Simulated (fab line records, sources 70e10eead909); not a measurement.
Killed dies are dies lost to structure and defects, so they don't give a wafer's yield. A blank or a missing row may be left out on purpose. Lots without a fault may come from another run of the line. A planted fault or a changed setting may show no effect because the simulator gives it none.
Problem report in the 8D (eight disciplines) form, filled by code | flow nand_harc | the parts of the form that need people (team, actions taken, sign-off) are left out

1. THE PROBLEM
raw_defect_count at NHARC_A_CHANNEL_HOLE_D1_INSPECT_40 reads a mean of 622 on 2 wafers of 2 lots; wafers without a fault read 69 with a standard deviation of 24. That is +23 standard deviations from the usual mean.
First seen on wafer L203.4, day 15 17:47, on defect_inspect-02. The record holds 33 wafers of 11 lots with a number at this step. Rule for "out", or "out of limits": more than 4 standard deviations from the usual mean. The other wafers with a number count as sound.

2. WHAT IT IS AND WHAT IT IS NOT
question                    | is                | is not
which readings at this step | raw_defect_count  | -
which lots                  | L202, L203        | L188, L189, L190, L191, L193, L196, L197, L206, L208
which wafers of those lots  | L202.3, L203.4    | L202.5, L202.6, L203.1, L203.6
read on which gauges        | defect_inspect-02 | defect_inspect-01
when                        | from day 15 17:47 | up to then (23 sound wafers); but 8 sound wafers of L202, L206, L208 came after

3. SUSPECTS, AND WHAT RULES EACH OUT
Counting: a tool at a process step up to the reading stays a suspect if it ran every lot that is out. Sound lots after the first of them don't rule it out here, since some wafers of a struck lot are sound.
- the gauge at NHARC_A_CHANNEL_HOLE_D1_INSPECT_40: ruled out. All the wafers that are out were read on defect_inspect-02, but those of them that NHARC_END_SORT_01 has rows for are out there too, on other tools.
- rie_diel-09 at NHARC_A_CHANNEL_HOLE_D1_ETCH_34 (etches the open film in CF4/CHF3, target depth 154 nm, time 77 s): kept. It ran every lot that is out, first L203 (day 15 16:44); its last sound lot up to then is L190 (day 10 05:31). NHARC_A_CHANNEL_HOLE_D1_ETCH_34 gives no start for some lots, so the hours and the order of its lots are those of NHARC_A_CHANNEL_HOLE_D1_STRIP_43.
- rie_diel-09 at NHARC_A_CHANNEL_HOLE_D1_ETCH_16 (etches the open film in O2/COS, target depth 3100 nm, time 806 s): kept. It ran every lot that is out, first L203 (day 15 16:44); its last sound lot up to then is L190 (day 10 05:31). NHARC_A_CHANNEL_HOLE_D1_ETCH_16 gives no start for some lots, so the hours and the order of its lots are those of NHARC_A_CHANNEL_HOLE_D1_STRIP_43.
- rie_diel-10 at NHARC_A_CHANNEL_HOLE_D1_STRIP_43 (strips in O2/COS): kept. It ran every lot that is out, first L203 (day 15 16:44); its last sound lot up to then is L197 (day 13 07:13).
Left after counting: rie_diel-09 at NHARC_A_CHANNEL_HOLE_D1_ETCH_34, rie_diel-09 at NHARC_A_CHANNEL_HOLE_D1_ETCH_16, rie_diel-10 at NHARC_A_CHANNEL_HOLE_D1_STRIP_43.

4. THE CAUSE (what the simulator had put in)
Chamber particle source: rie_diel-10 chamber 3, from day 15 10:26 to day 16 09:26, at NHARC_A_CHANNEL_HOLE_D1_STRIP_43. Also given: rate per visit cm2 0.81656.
Counting left 3 suspects, and this tool is among them.

5. THE CHAIN OF EFFECTS, in route order
Each row: a reading whose mean over the struck wafers that have a number lies more than 3 standard deviations from the usual. Only readings for which the record gives a usual standard deviation are gone through. hours: the time from each lot's start at the first step in this table that gives one to its start at this step, as a median over the lots. sigmas: the change in usual standard deviations.
hours | step                               | reading          | usual | on struck wafers | change | sigmas
0     | NHARC_A_CHANNEL_HOLE_D1_INSPECT_40 | raw_defect_count | 69    | 622              | +553   | +23
361   | NHARC_END_SORT_01                  | killed_at_array  | 52    | 128              | +76    | +4.2
361   | NHARC_END_SORT_01                  | killed_dies      | 56    | 133              | +77    | +4.5

6. WHAT WOULD HAVE CAUGHT IT SOONER
In this record the first reading out of limits at a measuring or inspecting step was taken at day 15 17:47, 7 hours after the fault began at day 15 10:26.
Of the lots that are out (2), L202 began NHARC_A_CHANNEL_HOLE_D1_STRIP_43 on rie_diel-10 after day 15 17:47. A hold on the tool at that time would have spared it.
